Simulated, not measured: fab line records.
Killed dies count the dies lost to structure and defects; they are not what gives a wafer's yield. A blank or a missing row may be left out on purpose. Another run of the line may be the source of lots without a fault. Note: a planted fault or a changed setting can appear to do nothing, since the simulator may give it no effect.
2 desks, one fault -- flow n5-finfet -- what lay behind the numbers comes last; until then each desk has only its own

== FOR THE TOOL OWNER'S DESK: rie-diel-03 ==
The tool's own readings at N5_BEOL_M3_ETCH_41 (etches SiCN in CH3F/O2, target depth 29.9 nm, time 52.5 s): means of the sampled wafers that have a number, for each lot that ran on this tool. A lot is out of limits, marked OUT, if its mean lies more than 4 standard deviations from the usual mean; the brackets give that distance.
Columns: A = drypump-motor-current-A at N5_BEOL_M3_ETCH_41, usual 5.7 A; B = oes-product-au at N5_BEOL_M3_ETCH_41, usual 0.78 a.u.; C = rf-vpp-V at N5_BEOL_M3_ETCH_41, usual 297.4 V; D = showerhead-plenum-p-Torr at N5_BEOL_M3_ETCH_41, usual 2.00 Torr; E = throttle-valve-pct at N5_BEOL_M3_ETCH_41, usual 16.33 %
lot,first seen here,A,B,C,D,E
L591,day 8 01:16,5.5,0.86,298.4,2.03,16.11
L599,day 10 02:59,5.7,0.83,296.9,1.99,16.15
L601,day 10 11:37,5.5,0.79,296.1,1.96,16.18
L603,day 10 20:52,5.5,0.82,297.8,2.03,16.16
This desk found nothing out of limits on any of the 4 lots.

== THE METROLOGY DESK ==
What the gauges read for every lot (on any tool): the sampled wafers with a number, averaged. A lot is out of limits, marked OUT, if its mean lies more than 4 standard deviations from the usual mean; the brackets give that distance.
Columns: A = trench-depth-nm at N5_BEOL_M3_OCD_MEAS_38, usual 55.4 nm; B = cd-nm at N5_BEOL_M3_CD_MEAS_35, usual 18.0 nm
lot,first seen here,A,B
L591,day 8 01:23,55.4,18.3
L597,day 9 22:44,54.4,18.6
L599,day 10 03:07,54.9,17.8
L601,day 10 11:44,54.9,17.9
L603,day 10 20:59,55.1,17.9
L607,day 11 21:44,56.8,18.4
This desk found nothing out of limits on any of the 6 lots.

== BROUGHT TOGETHER ==
The tool owner's desk saw nothing out of limits.
At the metrology desk, nothing out of limits was observed.

== WHAT HAD BEEN PUT IN BY THE SIMULATOR ==
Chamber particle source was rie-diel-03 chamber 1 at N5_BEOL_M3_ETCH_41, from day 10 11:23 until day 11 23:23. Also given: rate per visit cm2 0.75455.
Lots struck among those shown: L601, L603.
